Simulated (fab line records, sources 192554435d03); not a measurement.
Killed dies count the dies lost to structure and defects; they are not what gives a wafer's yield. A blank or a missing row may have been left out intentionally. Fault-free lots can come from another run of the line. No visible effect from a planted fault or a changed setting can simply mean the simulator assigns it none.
Matching of chambers ; flow n5-finfet ; N5_SD_EPI_P_ETCH_16 on rie-diel-03: 4 sister chambers
The step etches SiO2 in CHF3/O2, target depth 5 nm. 4 wafers are shown with their chamber, then 9 later ones without.

WAFERS, EACH WITH ITS CHAMBER
wafer;chamber;throttle-valve-pct (%)
L083.3;0;19.07
L086.1;1;18.95
L086.3;3;19.05
L086.4;2;18.66

WAFERS WHOSE CHAMBER IS MISSING
wafer;throttle-valve-pct (%)
L087.2;18.67
L087.3;19.08
L087.5;19.08
L091.1;19.09
L091.3;18.66
L091.6;19.06
L097.1;18.97
L097.2;18.71
L097.6;18.98

WHICH CHAMBER EACH ONE RAN IN
wafer;from the rows above;in truth
L087.2;2;2
L087.3;can't be placed: 0 or 3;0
L087.5;can't be placed: 0 or 3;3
L091.1;can't be placed: 0 or 3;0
L091.3;2;2
L091.6;can't be placed: 3 or 0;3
L097.1;1;1
L097.2;2;2
L097.6;can't be placed: 1 or 3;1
4 of 9 placed correctly. Unplaceable from these rows: 5, with the true chamber sitting among the candidates in 5. Wrongly placed: 0.
How it was worked out, from the rows above alone: a wafer's distance from a chamber is the root of the sum, over the readings, of the square of ((its reading less the chamber's mean) divided by the reading's scatter). The wafer belongs to the nearest chamber; if the next one is less than 2 further off, it can't be placed. A chamber's mean is the mean of its shown wafers. The scatter: with one shown wafer a chamber, the root of the mean of the squares of how far each hidden wafer lies from its nearest shown one.
